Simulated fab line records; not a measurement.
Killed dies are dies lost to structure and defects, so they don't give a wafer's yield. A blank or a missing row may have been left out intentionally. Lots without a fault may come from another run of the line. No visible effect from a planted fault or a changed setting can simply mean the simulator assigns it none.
fab line records	flow nandHarc
[record] lots = 24	wafers = 72	lastDay = 24
route steps=1159 shown A_CONTACT@864
lots that met no fault: taken from a fault-free run of the same line
startH: the number of hours between the record's first day and the start of the first shown wafer of the lot	waitH: hours from the lot's prior step to this one	" repeats the value in the row above	L1.1+2: a row that stands for several wafers	- no value, or no start given	* or withheld: withheld	< > ~ a bound
route shown NAME@n: a module of which the file shows steps, and the number in the route of the first	usual: mean/standard deviation taken from wafers without a fault	same: alike in all rows	chamber/n: place in a boat	sites: the reading at each site	_std_site: how widely they spread, as a standard deviation	_edge_site: outer sites' mean less inner sites'	radiusMm: how far each site lies from the wafer's centre	mask NAME#n: copy n	behind: tool/chamber where the wafer was last shaped	hold: cause of the lot's hold/its duration in hours/its outcome	device: the n, p or np transistor that did not switch	end of line: tests run on the same wafers once the route is complete	a step without rows: its recipe alone	killed: the dies lost at the first sort to structure and to defects; this is not the yield of the wafer	map: the dies of a wafer, with x for killed, . for not killed, _ for no die there
set.NAME: the setting as run; set.NAME@STEP: as run at that earlier step	model.NAME: the simulator's own value behind a step, which no gauge read
steps of the route over a sample of lots; a table a step, a row a wafer
services: from which hour (startH, from the record's first day; less than 0 if before it) a tool's chamber was out of use, for how many hours, and why
[[steps]]
[step NHARC_A_CONTACT_ETCH_113]
[recipe] sourceW = withheld	pressureMtorr = 20	biasV = 3000	timeS = 94	targetDepthA = 9220	arFlowSccm = withheld	c4f8FlowSccm = withheld	o2FlowSccm = withheld	chemistry = C4F8/O2/Ar
[same] timeS = 94
lot.wafer	tool	chamber	startH	waitH	rfHoursCounterH
L075.2	harCapEtch-02	0	370.94	0.1	7
L075.1	"	1	"	"	7
L075.4	"	0	"	"	-
L074.1	harCapEtch-03	0	371.30	0.1	80
L074.5	"	1	"	"	-
L074.6	"	0	"	"	-
L079.1	harCapEtch-02	1	381.85	0.1	10
L079.4	"	1	"	"	-
L079.5	"	1	"	"	-
L076.3	harCapEtch-03	1	382.22	0.1	-
L076.4	"	0	"	"	-
L076.5	"	1	"	"	-
L077.2	harCapEtch-01	0	388.18	0.1	59
L077.4	"	0	"	"	-
L077.3	"	1	"	"	-
L080.3	harCapEtch-02	1	398.15	0.1	-
L080.5	"	0	"	"	-
L080.6	"	1	"	"	-
L081.3	harCapEtch-02	1	410.43	0.1	-
L081.4	"	0	"	"	-
L081.6	"	1	"	"	-
L078.2	harCapEtch-01	1	411.75	0.1	63
L078.4	"	0	"	"	-
L078.5	"	1	"	"	-
L082.2	harCapEtch-02	0	425.07	0.1	18
L082.3	"	1	"	"	-
L082.6	"	0	"	"	-
L083.2	harCapEtch-03	0	425.44	0.1	90
L083.1	"	1	"	"	90
L083.5	"	1	"	"	-
L086.2	harCapEtch-01	1	439.15	0.1	67
L086.4	"	1	"	"	-
L086.3	"	0	"	"	-
L085.1	harCapEtch-02	1	449.68	0.1	21
L085.3	"	0	"	"	-
L085.4	"	1	"	"	-
L084.1	harCapEtch-01	0	452.00	0.1	69
L084.2	"	1	"	"	69
L084.5	"	0	"	"	-
L087.2	harCapEtch-03	0	453.76	0.1	93
L087.1	"	1	"	"	93
L087.3	"	0	"	"	-
L088.2	harCapEtch-01	0	463.25	0.1	71
L088.3	"	0	"	"	-
L088.6	"	1	"	"	-
L092.2	harCapEtch-03	0	463.55	0.1	96
L092.4	"	1	"	"	-
L092.5	"	1	"	"	-
L089.2	harCapEtch-02	0	468.69	0.1	25
L089.4	"	0	"	"	-
L089.5	"	1	"	"	-
L090.2	harCapEtch-03	1	469.39	0.1	97
L090.3	"	0	"	"	-
L090.6	"	0	"	"	-
L091.4	harCapEtch-01	0	474.95	0.1	-
L091.3	"	1	"	"	-
L091.6	"	1	"	"	-
L093.2	harCapEtch-01	1	484.87	0.1	76
L093.3	"	1	"	"	-
L093.5	"	0	"	"	-
L094.1	harCapEtch-02	1	500.96	0.1	31
L094.4	"	0	"	"	-
L094.6	"	1	"	"	-
L096.1	harCapEtch-01	1	505.75	0.1	78
L096.4	"	1	"	"	-
L096.6	"	1	"	"	-
L095.1	harCapEtch-03	1	506.97	0.1	104
L095.4	"	1	"	"	-
L095.6	"	1	"	"	-
L097.1	harCapEtch-01	0	512.16	0.1	79
L097.4	"	0	"	"	-
L097.6	"	0	"	"	-
[step NHARC_A_CONTACT_ETCH_124]
[recipe] sourceW = withheld	pressureMtorr = 20	biasV = withheld	timeS = 140	targetDepthA = 7000	arFlowSccm = withheld	c4f8FlowSccm = withheld	o2FlowSccm = withheld	chemistry = C4F8/O2/Ar
[same] timeS = 140
lot.wafer	tool	chamber	startH	waitH	rfHoursCounterH
L075.2	harCapEtch-02	0	377.35	-	9
L075.1	"	1	"	"	9
L075.4	"	0	"	"	-
L074.1	harCapEtch-03	0	378.15	-	82
L074.6	"	1	"	"	-
L074.5	"	0	"	"	-
L079.1	harCapEtch-02	0	388.72	-	12
L079.4	"	1	"	"	-
L079.5	"	1	"	"	-
L076.4	harCapEtch-03	1	390.05	-	-
L076.3	"	0	"	"	-
L076.5	"	0	"	"	-
L077.2	harCapEtch-01	0	394.94	-	60
L077.3	"	0	"	"	-
L077.4	"	1	"	"	-
L080.3	harCapEtch-03	0	406.06	-	-
L080.5	"	0	"	"	-
L080.6	"	1	"	"	-
L081.4	harCapEtch-02	1	417.19	-	-
L081.3	"	0	"	"	-
L081.6	"	1	"	"	-
L078.2	harCapEtch-01	1	418.73	-	64
L078.4	"	1	"	"	-
L078.5	"	0	"	"	-
L082.2	harCapEtch-01	0	431.93	-	66
L082.3	"	1	"	"	-
L082.6	"	1	"	"	-
L083.1	harCapEtch-02	1	432.36	-	19
L083.2	"	0	"	"	19
L083.5	"	0	"	"	-
L086.2	harCapEtch-03	0	446.46	-	92
L086.4	"	0	"	"	-
L086.3	"	1	"	"	-
L085.1	harCapEtch-01	1	456.64	-	70
L085.4	"	0	"	"	-
L085.3	"	1	"	"	-
L084.2	harCapEtch-03	0	458.48	-	94
L084.1	"	1	"	"	94
L084.5	"	0	"	"	-
L087.1	harCapEtch-02	1	460.29	-	23
L087.2	"	0	"	"	23
L087.3	"	0	"	"	-
L088.2	harCapEtch-02	1	472.29	-	26
L088.3	"	0	"	"	-
L088.6	"	0	"	"	-
L092.2	harCapEtch-03	1	473.65	-	98
L092.4	"	1	"	"	-
L092.5	"	0	"	"	-
L089.2	harCapEtch-02	1	475.84	-	28
L089.4	"	0	"	"	-
L089.5	"	0	"	"	-
L090.2	harCapEtch-03	0	477.02	-	99
L090.3	"	1	"	"	-
L090.6	"	1	"	"	-
L091.3	harCapEtch-03	0	483.74	-	-
L091.4	"	1	"	"	-
L091.6	"	1	"	"	-
L093.2	harCapEtch-01	0	492.21	-	77
L093.3	"	0	"	"	-
L093.5	"	0	"	"	-
L094.1	harCapEtch-02	0	508.21	-	32
L094.4	"	1	"	"	-
L094.6	"	1	"	"	-
L096.1	harCapEtch-03	0	513.47	-	105
L096.4	"	1	"	"	-
L096.6	"	0	"	"	-
L095.1	harCapEtch-02	1	514.20	-	34
L095.4	"	0	"	"	-
L095.6	"	1	"	"	-
L097.1	harCapEtch-02	1	519.77	-	35
L097.4	"	1	"	"	-
L097.6	"	0	"	"	-
[step NHARC_A_CONTACT_ETCH_127]
[recipe] sourceW = withheld	pressureMtorr = 20	biasV = 1200	timeS = 155	targetDepthA = 9560	arFlowSccm = withheld	c4f8FlowSccm = withheld	o2FlowSccm = withheld	chemistry = C4F8/O2/Ar
[same] timeS = 155
lot.wafer	tool	chamber	startH	waitH	rfHoursCounterH
L075.2	harCapEtch-02	0	377.83	0.1	9
L075.1	"	1	"	"	9
L075.4	"	0	"	"	-
L074.1	harCapEtch-03	0	378.62	0.1	82
L074.6	"	1	"	"	-
L074.5	"	0	"	"	-
L079.1	harCapEtch-02	0	389.21	0.1	13
L079.4	"	1	"	"	-
L079.5	"	1	"	"	-
L076.4	harCapEtch-03	1	390.51	0.1	-
L076.3	"	0	"	"	-
L076.5	"	0	"	"	-
L077.2	harCapEtch-01	0	395.43	0.1	61
L077.3	"	0	"	"	-
L077.4	"	1	"	"	-
L080.3	harCapEtch-03	0	406.52	0.1	-
L080.5	"	0	"	"	-
L080.6	"	1	"	"	-
L081.4	harCapEtch-02	1	417.65	0.1	-
L081.3	"	0	"	"	-
L081.6	"	1	"	"	-
L078.2	harCapEtch-01	1	419.20	0.1	64
L078.4	"	1	"	"	-
L078.5	"	0	"	"	-
L082.2	harCapEtch-01	0	432.41	0.1	66
L082.3	"	1	"	"	-
L082.6	"	1	"	"	-
L083.1	harCapEtch-02	1	432.84	0.1	20
L083.2	"	0	"	"	20
L083.5	"	0	"	"	-
L086.2	harCapEtch-03	0	446.94	0.1	92
L086.4	"	0	"	"	-
L086.3	"	1	"	"	-
L085.1	harCapEtch-01	1	457.12	0.1	70
L085.4	"	0	"	"	-
L085.3	"	1	"	"	-
L084.2	harCapEtch-03	0	459.05	0.2	95
L084.1	"	1	"	"	95
L084.5	"	0	"	"	-
L087.1	harCapEtch-02	1	460.78	0.1	24
L087.2	"	0	"	"	24
L087.3	"	0	"	"	-
L088.2	harCapEtch-02	1	472.77	0.1	27
L088.3	"	0	"	"	-
L088.6	"	0	"	"	-
L092.2	harCapEtch-03	1	474.12	0.1	98
L092.4	"	1	"	"	-
L092.5	"	0	"	"	-
L089.2	harCapEtch-02	1	476.32	0.1	28
L089.4	"	0	"	"	-
L089.5	"	0	"	"	-
L090.2	harCapEtch-03	0	477.50	0.1	100
L090.3	"	1	"	"	-
L090.6	"	1	"	"	-
L091.3	harCapEtch-03	0	484.20	0.1	-
L091.4	"	1	"	"	-
L091.6	"	1	"	"	-
L093.2	harCapEtch-01	0	492.69	0.1	77
L093.3	"	0	"	"	-
L093.5	"	0	"	"	-
L094.1	harCapEtch-02	0	508.68	0.1	33
L094.4	"	1	"	"	-
L094.6	"	1	"	"	-
L096.1	harCapEtch-03	0	513.96	0.1	105
L096.4	"	1	"	"	-
L096.6	"	0	"	"	-
L095.1	harCapEtch-02	1	514.68	0.1	34
L095.4	"	0	"	"	-
L095.6	"	1	"	"	-
L097.1	harCapEtch-02	1	520.24	0.1	35
L097.4	"	1	"	"	-
L097.6	"	0	"	"	-
[step NHARC_A_CONTACT_ETCH_130]
[recipe] sourceW = withheld	pressureMtorr = 20	biasV = 1200	timeS = 155	targetDepthA = 9560	arFlowSccm = withheld	c4f8FlowSccm = withheld	o2FlowSccm = withheld	chemistry = C4F8/O2/Ar
[same] timeS = 155
lot.wafer	tool	chamber	startH	waitH	rfHoursCounterH
L075.2	harCapEtch-02	0	378.26	0.1	10
L075.1	"	1	"	"	10
L075.4	"	0	"	"	-
L074.1	harCapEtch-03	0	379.05	0.1	83
L074.6	"	1	"	"	-
L074.5	"	0	"	"	-
L079.1	harCapEtch-02	0	389.63	0.1	13
L079.4	"	1	"	"	-
L079.5	"	1	"	"	-
L076.4	harCapEtch-03	1	390.94	0.1	-
L076.3	"	0	"	"	-
L076.5	"	0	"	"	-
L077.2	harCapEtch-01	0	395.85	0.1	61
L077.3	"	0	"	"	-
L077.4	"	1	"	"	-
L080.3	harCapEtch-03	0	406.94	0.1	-
L080.5	"	0	"	"	-
L080.6	"	1	"	"	-
L081.4	harCapEtch-02	1	418.08	0.1	-
L081.3	"	0	"	"	-
L081.6	"	1	"	"	-
L078.2	harCapEtch-01	1	419.63	0.1	64
L078.4	"	1	"	"	-
L078.5	"	0	"	"	-
L082.2	harCapEtch-01	0	432.84	0.1	67
L082.3	"	1	"	"	-
L082.6	"	1	"	"	-
L083.1	harCapEtch-02	1	433.27	0.1	20
L083.2	"	0	"	"	20
L083.5	"	0	"	"	-
L086.2	harCapEtch-03	0	447.36	0.1	92
L086.4	"	0	"	"	-
L086.3	"	1	"	"	-
L085.1	harCapEtch-01	1	457.54	0.1	70
L085.4	"	0	"	"	-
L085.3	"	1	"	"	-
L084.2	harCapEtch-03	0	459.61	0.2	95
L084.1	"	1	"	"	95
L084.5	"	0	"	"	-
L087.1	harCapEtch-02	1	461.20	0.1	24
L087.2	"	0	"	"	24
L087.3	"	0	"	"	-
L088.2	harCapEtch-02	1	473.19	0.1	27
L088.3	"	0	"	"	-
L088.6	"	0	"	"	-
L092.2	harCapEtch-03	1	474.55	0.1	99
L092.4	"	1	"	"	-
L092.5	"	0	"	"	-
L089.2	harCapEtch-02	1	476.75	0.1	29
L089.4	"	0	"	"	-
L089.5	"	0	"	"	-
L090.2	harCapEtch-03	0	477.93	0.1	100
L090.3	"	1	"	"	-
L090.6	"	1	"	"	-
L091.3	harCapEtch-03	0	484.63	0.1	-
L091.4	"	1	"	"	-
L091.6	"	1	"	"	-
L093.2	harCapEtch-01	0	493.11	0.1	77
L093.3	"	0	"	"	-
L093.5	"	0	"	"	-
L094.1	harCapEtch-02	0	509.11	0.1	33
L094.4	"	1	"	"	-
L094.6	"	1	"	"	-
L096.1	harCapEtch-03	0	514.38	0.1	105
L096.4	"	1	"	"	-
L096.6	"	0	"	"	-
L095.1	harCapEtch-02	1	515.10	0.1	34
L095.4	"	0	"	"	-
L095.6	"	1	"	"	-
L097.1	harCapEtch-02	1	520.67	0.1	36
L097.4	"	1	"	"	-
L097.6	"	0	"	"	-
[step NHARC_A_CONTACT_DEP_85]
[recipe] targetThkA = 500	targetThkNm = 50	tempC = 400	pressureTorr = 3.5	flowSccm = 200	rfW = 350	material = SiON
[usual] heaterPowerW = 785/110
lot.wafer	tool	chamber	startH	waitH	heaterPowerW
L075.1	pecvd-03	1	382.43	1.1	845
L075.2	"	2	"	"	787
L075.4	"	2	"	"	802
L074.1	pecvd-03	0	382.97	1.0	853
L074.5	"	1	"	"	834
L074.6	"	2	"	"	777
L079.1	pecvd-03	0	393.88	1.1	895
L079.5	"	1	"	"	820
L079.4	"	0	"	"	874
L076.3	pecvd-02	1	395.06	0.6	707
L076.5	"	2	"	"	949
L076.4	"	0	"	"	775
L077.2	pecvd-03	2	399.69	0.9	761
L077.3	"	1	"	"	724
L077.4	"	2	"	"	775
L080.3	pecvd-04	2	414.26	0.7	888
L080.5	"	1	"	"	856
L080.6	"	2	"	"	890
L081.3	pecvd-02	1	422.10	0.8	767
L081.6	"	1	"	"	777
L081.4	"	0	"	"	759
L078.2	pecvd-02	1	423.23	0.9	629
L078.4	"	2	"	"	861
L078.5	"	1	"	"	626
L082.2	pecvd-02	1	436.26	0.9	635
L082.3	"	2	"	"	972
L082.6	"	0	"	"	686
L083.1	pecvd-02	0	437.22	1.1	750
L083.2	"	2	"	"	893
L083.5	"	2	"	"	886
L086.3	pecvd-04	1	452.63	0.7	901
L086.2	"	2	"	"	842
L086.4	"	1	"	"	913
L085.3	pecvd-02	1	462.34	0.8	766
L085.1	"	0	"	"	706
L085.4	"	2	"	"	954
L084.1	pecvd-02	1	464.49	1.1	651
L084.2	"	0	"	"	767
L084.5	"	1	"	"	644
L087.3	pecvd-03	1	467.92	0.6	704
L087.1	"	2	"	"	773
L087.2	"	0	"	"	891
L088.2	pecvd-04	2	476.59	0.8	865
L088.3	"	0	"	"	620
L088.6	"	0	"	"	629
L092.2	pecvd-02	2	478.01	0.9	935
L092.4	"	2	"	"	928
L092.5	"	0	"	"	732
L089.2	pecvd-02	0	482.92	0.9	695
L089.5	"	0	"	"	675
L089.4	"	1	"	"	643
L090.3	pecvd-02	1	483.70	0.6	738
L090.2	"	2	"	"	950
L090.6	"	1	"	"	752
L091.3	pecvd-04	2	488.11	0.7	829
L091.6	"	0	"	"	603
L091.4	"	1	"	"	941
L093.3	pecvd-02	2	496.63	0.8	869
L093.2	"	0	"	"	762
L093.5	"	2	"	"	843
L094.1	pecvd-02	2	513.51	1.1	846
L094.4	"	2	"	"	854
L094.6	"	0	"	"	636
L096.1	pecvd-04	2	520.99	1.1	876
L096.6	"	1	"	"	912
L096.4	"	0	"	"	611
L095.1	pecvd-04	2	521.51	1.1	813
L095.6	"	0	"	"	610
L095.4	"	2	"	"	821
L097.1	pecvd-04	2	524.58	1.1	926
L097.4	"	1	"	"	994
L097.6	"	2	"	"	893
[step NHARC_A_CONTACT_DESCUM_13]
[recipe] timeS = 3	o2FlowSccm = 200	arFlowSccm = 0	biasPowerW = 0	chemistry = O2
[usual] drypumpMotorCurrentA = 5.7/0.5	oesProductAu = 1.000/0.011	rfVppV = 57.9/0.82	showerheadPlenumPTorr = 1.92/0.089	throttleValvePct = 11.310/0.0098
[same] timeS = 3
lot.wafer	tool	chamber	startH	waitH	drypumpMotorCurrentA	oesProductAu	rfHoursCounterH	rfVppV	showerheadPlenumPTorr	throttleValvePct
L075.2	rieDiel-07	1	383.30	0.1	5.4	1.007	28	58.3	2.03	11.315
L075.1	"	0	"	"	5.7	0.994	29	58.3	1.80	11.313
L075.4	"	1	"	"	5.4	1.016	-	58.5	2.03	11.321
L074.1	rieDiel-08	0	384.70	0.1	5.5	0.987	31	57.3	1.94	11.297
L074.5	"	0	"	"	5.5	0.989	-	57.6	1.94	11.302
L074.6	"	1	"	"	5.2	1.001	-	58.2	1.86	11.315
L079.4	rieDiel-01	0	394.75	0.1	6.0	0.986	26	58.7	2.05	11.322
L079.1	"	1	"	"	5.6	1.014	27	57.6	1.91	11.316
L079.5	"	3	"	"	5.0	0.991	-	58.6	1.95	11.313
L076.3	rieDiel-01	2	395.97	0.1	5.6	0.969	26	59.1	1.88	11.314
L076.4	"	3	"	"	5.0	0.997	28	58.2	1.95	11.298
L076.5	"	3	"	"	5.0	0.994	-	57.9	1.95	11.305
L077.2	rieDiel-07	2	400.47	0.1	5.5	1.018	33	56.5	1.84	11.305
L077.3	"	0	"	"	5.7	1.008	32	57.3	1.80	11.330
L077.4	"	1	"	"	5.4	1.009	31	58.6	2.02	11.308
L080.3	rieDiel-08	0	415.04	0.1	5.5	0.984	43	57.5	1.94	11.306
L080.5	"	1	"	"	5.2	1.002	-	58.2	1.85	11.303
L080.6	"	2	"	"	5.6	0.989	-	58.3	2.06	11.308
L081.3	rieDiel-07	1	423.03	0.1	5.4	0.994	1	58.6	2.02	11.305
L081.4	"	2	"	"	5.5	1.008	2	57.2	1.84	11.294
L081.6	"	1	"	"	5.4	0.987	-	58.3	2.02	11.311
L078.4	rieDiel-01	2	423.97	0.1	5.5	0.987	34	58.1	1.88	11.317
L078.2	"	3	"	"	5.0	0.991	36	57.7	1.95	11.314
L078.5	"	1	"	"	5.6	1.000	-	58.2	1.91	11.311
L082.2	rieDiel-07	0	437.18	0.1	5.7	1.008	3	57.7	1.80	11.319
L082.3	"	1	"	"	5.4	0.990	3	59.3	2.02	11.316
L082.6	"	3	"	"	6.8	1.001	-	57.7	2.00	11.315
L083.2	rieDiel-07	3	438.02	0.1	6.8	0.997	4	59.4	2.00	11.313
L083.1	"	1	"	"	5.4	1.007	3	58.5	2.02	11.299
L083.5	"	3	"	"	6.8	0.997	-	59.0	2.00	11.311
L086.4	rieDiel-08	2	453.39	0.1	5.6	0.999	60	59.3	2.06	11.335
L086.3	"	3	"	"	6.0	0.993	57	58.2	1.96	11.298
L086.2	"	0	"	"	5.6	0.987	58	58.1	1.93	11.316
L085.1	rieDiel-08	2	463.27	0.1	5.7	0.998	65	58.6	2.05	11.306
L085.3	"	3	"	"	6.0	1.002	61	58.4	1.95	11.298
L085.4	"	0	"	"	5.6	1.004	62	57.4	1.93	11.308
L084.1	rieDiel-07	0	465.39	0.1	5.8	1.014	9	58.6	1.80	11.328
L084.2	"	3	"	"	6.8	1.003	10	58.3	2.00	11.314
L084.5	"	1	"	"	5.3	0.990	-	56.0	2.02	11.308
L087.3	rieDiel-07	2	468.84	0.1	5.5	1.011	10	58.0	1.84	11.290
L087.2	"	3	"	"	6.8	1.004	11	57.9	2.00	11.308
L087.1	"	0	"	"	5.7	1.009	10	56.4	1.80	11.311
L088.2	rieDiel-07	1	477.37	0.1	5.4	0.993	10	57.9	2.02	11.313
L088.3	"	0	"	"	5.7	1.011	12	57.6	1.80	11.321
L088.6	"	2	"	"	5.5	0.997	-	57.6	1.84	11.309
L092.2	rieDiel-07	1	478.90	0.1	5.4	1.000	10	58.8	2.02	11.331
L092.4	"	3	"	"	6.8	1.005	13	59.0	2.00	11.312
L092.5	"	1	"	"	5.4	0.987	-	57.8	2.02	11.316
L089.4	rieDiel-01	1	483.79	0.1	5.6	1.019	63	57.8	1.90	11.302
L089.2	"	3	"	"	5.0	1.001	60	58.7	1.94	11.312
L089.5	"	1	"	"	5.6	1.018	-	57.7	1.90	11.300
L090.3	rieDiel-07	3	484.61	0.1	6.8	0.996	15	57.1	2.00	11.320
L090.2	"	1	"	"	5.4	0.982	12	58.0	2.02	11.307
L090.6	"	0	"	"	5.7	1.006	-	57.2	1.80	11.315
L091.4	rieDiel-07	2	488.85	0.1	5.5	1.000	14	58.4	1.84	11.312
L091.3	"	3	"	"	6.8	1.000	15	56.4	2.00	11.308
L091.6	"	0	"	"	5.7	1.002	-	57.1	1.80	11.324
L093.3	rieDiel-07	1	497.60	0.2	5.4	0.995	14	57.7	2.02	11.318
L093.2	"	2	"	"	5.5	1.008	15	58.9	1.84	11.315
L093.5	"	3	"	"	6.7	1.008	-	57.8	2.00	11.305
L094.4	rieDiel-07	3	514.38	0.1	6.8	0.994	21	57.3	2.00	11.299
L094.1	"	2	"	"	5.5	1.004	19	58.3	1.84	11.308
L094.6	"	3	"	"	6.8	0.993	-	58.5	2.00	11.304
L096.4	rieDiel-07	2	521.87	0.1	5.5	1.007	21	56.4	1.84	11.314
L096.1	"	3	"	"	6.7	1.009	24	57.7	2.00	11.301
L096.6	"	2	"	"	5.5	1.011	-	57.2	1.84	11.307
L095.4	rieDiel-08	0	522.35	0.1	5.5	0.994	15	57.6	1.93	11.305
L095.1	"	2	"	"	5.6	1.005	17	58.0	2.05	11.307
L095.6	"	0	"	"	5.6	0.991	-	57.7	1.93	11.308
L097.4	rieDiel-07	2	525.44	0.1	5.5	1.003	22	58.1	1.84	11.306
L097.1	"	1	"	"	5.4	0.995	21	57.7	2.02	11.312
L097.6	"	3	"	"	6.7	0.995	-	58.9	2.00	11.306
[[services]]
tool	chamber	startH	hours	kind
rieDiel-07	-	350.15	0.6	repair
rieDiel-07	0	359.87	-	clean
rieDiel-07	1	359.87	-	clean
rieDiel-07	2	359.87	-	clean
rieDiel-07	3	359.87	-	clean
pecvd-04	-	376.00	13.0	pm
rieDiel-07	3	381.67	14.3	repair
rieDiel-07	0	384.37	-	clean
rieDiel-07	1	384.37	-	clean
rieDiel-07	2	384.37	-	clean
rieDiel-07	-	405.20	9.0	pm
rieDiel-07	0	405.20	9.0	ventCycle
rieDiel-07	1	405.20	9.0	ventCycle
pecvd-02	-	405.67	0.5	repair
pecvd-03	0	425.95	13.7	repair
pecvd-03	-	464.41	2.5	repair
pecvd-03	-	473.55	13.0	pm
rieDiel-08	-	478.86	9.0	pm
rieDiel-01	-	492.38	9.0	pm
pecvd-04	0	497.82	17.5	repair
pecvd-03	-	499.83	0.5	repair
rieDiel-08	-	507.67	1.1	repair
rieDiel-08	1	509.02	4.3	repair
pecvd-02	-	515.01	13.0	pm
[[key]]
fault none
